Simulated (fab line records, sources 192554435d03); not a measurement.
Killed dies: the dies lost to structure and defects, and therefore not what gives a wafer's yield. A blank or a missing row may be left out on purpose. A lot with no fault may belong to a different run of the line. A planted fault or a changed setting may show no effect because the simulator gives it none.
Lot-split experiment / flow n5_finfet / 21 wafers read across 7 lots, on a route 1938 steps long

== THE SPLIT ==
At N5_BEOL_M9_CMP_52 (polishes, stops on SiCOH lowk, t overpolish 7 s, target thk 140 nm), the setting down_force_psi was moved away from the recipe's 1 psi on 9 of the 21 wafers read, by -19.2% to -6.2%. All remaining wafers had this setting at the recipe value.

The reading comes from the split's own step.

== THE READING ==
barrier_field_endpoint_s, in s, at N5_BEOL_M9_CMP_52 (polishes, stops on SiCOH lowk, t overpolish 7 s, target thk 140 nm). A value of 29.2 s with a standard deviation of 0.68 s is what fault-free wafers of this fab line usually give.

wafer=L081.2; tool, chamber at the split=cmp-03, 3; down_force_psi as run, psi=1; against the recipe=recipe; barrier_field_endpoint_s, s=29.0; against lot-mates on the recipe=-
wafer=L081.3; tool, chamber at the split=cmp-03, 0; down_force_psi as run, psi=0.9376; against the recipe=-6.2%; barrier_field_endpoint_s, s=30.4; against lot-mates on the recipe=+1.4
wafer=L081.6; tool, chamber at the split=cmp-03, 2; down_force_psi as run, psi=0.9376; against the recipe=-6.2%; barrier_field_endpoint_s, s=31.6; against lot-mates on the recipe=+2.6
wafer=L082.3; tool, chamber at the split=cmp-04, 2; down_force_psi as run, psi=0.9189; against the recipe=-8.1%; barrier_field_endpoint_s, s=33.2; against lot-mates on the recipe=+4.1
wafer=L082.2; tool, chamber at the split=cmp-04, 1; down_force_psi as run, psi=0.9189; against the recipe=-8.1%; barrier_field_endpoint_s, s=31.6; against lot-mates on the recipe=+2.5
wafer=L082.5; tool, chamber at the split=cmp-04, 2; down_force_psi as run, psi=1; against the recipe=recipe; barrier_field_endpoint_s, s=29.1; against lot-mates on the recipe=-
wafer=L088.4; tool, chamber at the split=cmp-03, 1; down_force_psi as run, psi=0.8911; against the recipe=-10.9%; barrier_field_endpoint_s, s=31.1; against lot-mates on the recipe=+2.1
wafer=L088.1; tool, chamber at the split=cmp-03, 3; down_force_psi as run, psi=1; against the recipe=recipe; barrier_field_endpoint_s, s=29.0; against lot-mates on the recipe=-
wafer=L088.5; tool, chamber at the split=cmp-03, 1; down_force_psi as run, psi=0.8911; against the recipe=-10.9%; barrier_field_endpoint_s, s=31.7; against lot-mates on the recipe=+2.7
wafer=L087.1; tool, chamber at the split=cmp-02, 3; down_force_psi as run, psi=1; against the recipe=recipe; barrier_field_endpoint_s, s=29.4; against lot-mates on the recipe=-
wafer=L087.3; tool, chamber at the split=cmp-02, 0; down_force_psi as run, psi=0.8075; against the recipe=-19.2%; barrier_field_endpoint_s, s=35.3; against lot-mates on the recipe=+5.6
wafer=L087.5; tool, chamber at the split=cmp-02, 1; down_force_psi as run, psi=1; against the recipe=recipe; barrier_field_endpoint_s, s=29.9; against lot-mates on the recipe=-
wafer=L089.4; tool, chamber at the split=cmp-04, 0; down_force_psi as run, psi=0.8506; against the recipe=-14.9%; barrier_field_endpoint_s, s=34.0; against lot-mates on the recipe=+4.2
wafer=L089.3; tool, chamber at the split=cmp-04, 1; down_force_psi as run, psi=0.8506; against the recipe=-14.9%; barrier_field_endpoint_s, s=34.3; against lot-mates on the recipe=+4.5
wafer=L089.5; tool, chamber at the split=cmp-04, 2; down_force_psi as run, psi=1; against the recipe=recipe; barrier_field_endpoint_s, s=29.8; against lot-mates on the recipe=-
wafer=L092.2; tool, chamber at the split=cmp-04, 2; down_force_psi as run, psi=1; against the recipe=recipe; barrier_field_endpoint_s, s=29.0; against lot-mates on the recipe=-
wafer=L092.5; tool, chamber at the split=cmp-04, 2; down_force_psi as run, psi=1; against the recipe=recipe; barrier_field_endpoint_s, s=29.5; against lot-mates on the recipe=-
wafer=L092.6; tool, chamber at the split=cmp-04, 3; down_force_psi as run, psi=1; against the recipe=recipe; barrier_field_endpoint_s, s=30.3; against lot-mates on the recipe=-
wafer=L096.4; tool, chamber at the split=cmp-04, 2; down_force_psi as run, psi=1; against the recipe=recipe; barrier_field_endpoint_s, s=29.3; against lot-mates on the recipe=-
wafer=L096.3; tool, chamber at the split=cmp-04, 1; down_force_psi as run, psi=1; against the recipe=recipe; barrier_field_endpoint_s, s=29.1; against lot-mates on the recipe=-
wafer=L096.5; tool, chamber at the split=cmp-04, 2; down_force_psi as run, psi=1; against the recipe=recipe; barrier_field_endpoint_s, s=29.0; against lot-mates on the recipe=-

THE FIT
A straight line over all 21 wafers: barrier_field_endpoint_s changes by -0.296 s for each +1% of down_force_psi; r = -0.94; the points scatter about the line by 0.66 s.
The same after taking each lot's own level away (the mean of its wafers on the recipe; 21 wafers): -0.289 s for each +1%; r = -0.96; scatter 0.57 s.
The reading moves by 5.6 s for the largest change in down_force_psi, on that fit.
Across the lots, their own levels run from 29.00 to 29.80 s, a range of 1.2 times the standard deviation given above.
Consequently the slope shifts little with the lot-to-lot level, the two slopes agreeing.
Check: for one of the wafers moved furthest among these (-19.2%), held out of the fit, the line's prediction against its lot-mates is +5.58 s. It came out at +5.65 s against them.
Tool readings at the split's step, against how far the setting was moved: barrier_field_endpoint_s r = -0.94.

== ADDITIONAL SPLITS CARRIED BY THESE WAFERS ==
Note: prior to the reading, these wafers also went through further splits. Each is held against what the fit with the lots' levels taken away leaves over:
other split on the same wafers=N5_BEOL_M4_COAT_05 spin_rpm; wafers away from the commonest value=11; r with barrier_field_endpoint_s (lot level and that fit taken away)=-0.04
other split on the same wafers=N5_BEOL_M4_ETCH_64 bias_w; wafers away from the commonest value=5; r with barrier_field_endpoint_s (lot level and that fit taken away)=-0.05
other split on the same wafers=N5_BEOL_M5_COAT_71 spin_rpm; wafers away from the commonest value=7; r with barrier_field_endpoint_s (lot level and that fit taken away)=-0.01
other split on the same wafers=N5_BEOL_M6_ILD_DEP_00 time_s; wafers away from the commonest value=7; r with barrier_field_endpoint_s (lot level and that fit taken away)=+0.37
other split on the same wafers=N5_BEOL_M7_ILD_DEP_00 time_s; wafers away from the commonest value=7; r with barrier_field_endpoint_s (lot level and that fit taken away)=-0.16
other split on the same wafers=N5_BEOL_M8_COAT_22 spin_rpm; wafers away from the commonest value=5; r with barrier_field_endpoint_s (lot level and that fit taken away)=+0.14
other split on the same wafers=N5_BEOL_M8_EXPOSE_25 dose_mj; wafers away from the commonest value=8; r with barrier_field_endpoint_s (lot level and that fit taken away)=+0.25

== FILE'S OWN FIT ==
barrier_field_endpoint_s changes by -0.294 s for each +1% of down_force_psi, r = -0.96.
